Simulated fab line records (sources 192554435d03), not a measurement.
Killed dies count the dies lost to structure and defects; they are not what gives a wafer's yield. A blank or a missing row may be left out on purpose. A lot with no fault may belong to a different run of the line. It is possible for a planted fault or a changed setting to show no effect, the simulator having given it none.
Split-lot experiment | flow n5_finfet | 21 wafers read across 7 lots, on a route 1938 steps long

## THE SPLIT ITSELF
At N5_PMOS_HMC_CHANNEL_EPI_PEB_07 (peb time 60 s), the setting peb_temp_c was moved away from the recipe's 110 C on 4 of the 21 wafers read, by +1.6% to +3.1%. For the rest of the wafers, this setting stayed at what the recipe calls for.

## FROM THE SPLIT TO THE READING: what the file shows between them, 3 steps
- N5_PMOS_HMC_CHANNEL_EPI_DEVELOP_08: develop time 30 s
- N5_PMOS_HMC_CHANNEL_EPI_STRIP_33: strips in N2/H2
- N5_PMOS_HMC_CHANNEL_EPI_STRIP_17: strips in SPM, time 750 s

## THE READING
PMOS_HMC_CHANNEL_EPI.cd_nm (the simulator's own value, which no gauge read), in nm, at N5_PMOS_HMC_CHANNEL_EPI_ETCH_38 (etches SiO2 in CF4, target depth 1.5 nm). There is no usual value for it anywhere in the file. Here, 17 wafers ran the recipe; their average is 241.4 nm with a standard deviation of 1.9 nm.

wafer  | tool, chamber at the split | peb_temp_c as run, C | against the recipe | PMOS_HMC_CHANNEL_EPI.cd_nm, nm | against lot-mates on the recipe
L076.1 | litho_track-03, 0          | 110                  | recipe             | 241.8                          | -
L076.3 | litho_track-03, 0          | 110                  | recipe             | 240.5                          | -
L076.6 | litho_track-03, 0          | 110                  | recipe             | 243                            | -
L079.2 | litho_track-03, 0          | 110                  | recipe             | 239.6                          | -
L079.3 | litho_track-03, 0          | 111.8                | +1.6%              | 244.8                          | +5.2
L079.5 | litho_track-03, 0          | 111.8                | +1.6%              | 244.1                          | +4.5
L080.2 | litho_track-05, 0          | 110                  | recipe             | 239.9                          | -
L080.4 | litho_track-05, 0          | 110                  | recipe             | 239                            | -
L080.6 | litho_track-05, 0          | 110                  | recipe             | 239.2                          | -
L084.3 | litho_track-03, 0          | 110                  | recipe             | 245.7                          | -
L084.4 | litho_track-03, 0          | 110                  | recipe             | 244.7                          | -
L084.6 | litho_track-03, 0          | 110                  | recipe             | 241.5                          | -
L088.2 | litho_track-03, 0          | 110                  | recipe             | 244.4                          | -
L088.4 | litho_track-03, 0          | 113.4                | +3.1%              | 250.6                          | +6.2
L088.6 | litho_track-03, 0          | 113.4                | +3.1%              | 254.9                          | +10.5
L094.1 | litho_track-03, 0          | 110                  | recipe             | 240.7                          | -
L094.5 | litho_track-03, 0          | 110                  | recipe             | 240.7                          | -
L094.3 | litho_track-03, 0          | 110                  | recipe             | 240.4                          | -
L097.1 | litho_track-05, 0          | 110                  | recipe             | 240.6                          | -
L097.2 | litho_track-05, 0          | 110                  | recipe             | 240.2                          | -
L097.6 | litho_track-05, 0          | 110                  | recipe             | 241.7                          | -

THE FIT
A straight line over all 21 wafers: PMOS_HMC_CHANNEL_EPI.cd_nm changes by +3.33 nm for each +1% of peb_temp_c; r = +0.85; the points scatter about the line by 2.1 nm.
The same after taking each lot's own level away (the mean of its wafers on the recipe; 21 wafers): +2.75 nm for each +1%; r = +0.93; scatter 1.1 nm.
That fit puts the effect of the largest move of peb_temp_c on the reading at 8.5 nm.
The lots' own levels span 239.37 to 244.40 nm, that is 2.6 times the standard deviation above.
So the slope is not independent of the lot-to-lot level: the two fits are not the same.
Check: for one of the wafers moved furthest among these (+3.1%), held out of the fit, the line's prediction against its lot-mates is +10 nm. Against them it came out at +6.2 nm.

## OTHER SPLITS APPLIED TO THESE WAFERS
Before the reading, these wafers also passed through other splits. Each is held against what the fit with the lots' levels taken away leaves over:
other split on the same wafers        | wafers away from the commonest value | r with PMOS_HMC_CHANNEL_EPI.cd_nm (lot level and that fit taken away)
N5_WELL_APT_EXPOSE_05 dose_mj         | 6                                    | -0.21
N5_WELL_APT_DEVELOP_07 develop_time_s | 6                                    | +0.42

## FILE'S OWN FIT
PMOS_HMC_CHANNEL_EPI.cd_nm changes by +2.76 nm for each +1% of peb_temp_c, r = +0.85.
